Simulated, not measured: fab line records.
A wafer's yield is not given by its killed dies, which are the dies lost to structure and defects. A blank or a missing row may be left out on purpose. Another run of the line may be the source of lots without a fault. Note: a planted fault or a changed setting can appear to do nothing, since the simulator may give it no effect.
Which tool did it?    flow n5Finfet    36 wafers sampled from 12 lots at 1 step of a route of 1938

## WHAT THE GAUGES READ, wafer by wafer
N5_BEOL_M7_RS_MEAS_57: the measuring method here is four-point-probe. Usual: M7_RS gives 0.288 ohm/sq (standard deviation 0.0076).
lot   measured      on            M7_RS (ohm/sq)     flag
L621  day 9 11:55   filmMetro-02  0.276 0.279 0.285  
L620  day 9 13:58   filmMetro-02  0.283 0.289 0.287  
L626  day 10 10:33  filmMetro-02  0.288 0.293 0.282  
L625  day 10 11:32  filmMetro-01  0.280 0.300 0.289  
L629  day 11 08:51  filmMetro-02  0.286 0.287 0.311  
L628  day 11 11:46  filmMetro-02  0.279 0.282 0.293  
L630  day 11 15:19  filmMetro-01  0.291 0.276 0.290  
L631  day 11 23:26  filmMetro-01  0.292 0.289 0.283  
L633  day 12 15:40  filmMetro-01  0.278 0.287 0.297  
L634  day 13 03:10  filmMetro-01  0.299 0.297 0.287  
L640  day 14 13:52  filmMetro-01  0.284 0.290 0.284  
L642  day 14 19:28  filmMetro-02  0.277 0.290 0.285  

## WHAT TOOL EACH LOT RAN ON (gives the tool, then ch and the chambers of the sampled wafers, and finally the start)
Before these readings, the record contains no process step.

## AS READ BY THE TOOLS THEMSELVES (means over the sampled wafers that have a number; for cases with no such wafer, the mark the record gives instead)
The record holds no such reading with a usual standard deviation.

## THE ANSWER, worked out from the rows above alone
Rule: lot off if the mean of its wafers having a number is beyond 3 standard deviations from the usual mean. A lot without any number at a reading at which 4 lots or more have one is off too. All remaining lots with rows at the step are treated as sound. After the gauges, taken in route order, come the tools' own readings; for these a lot's mean is taken, as printed above. At the first step where some lot is off, the reading lying furthest off is the one used; lots without a number count as furthest.
Across all readings shown, no lot is off: no conclusion can be drawn from this.

## WHAT THE SIMULATOR HAD PUT IN
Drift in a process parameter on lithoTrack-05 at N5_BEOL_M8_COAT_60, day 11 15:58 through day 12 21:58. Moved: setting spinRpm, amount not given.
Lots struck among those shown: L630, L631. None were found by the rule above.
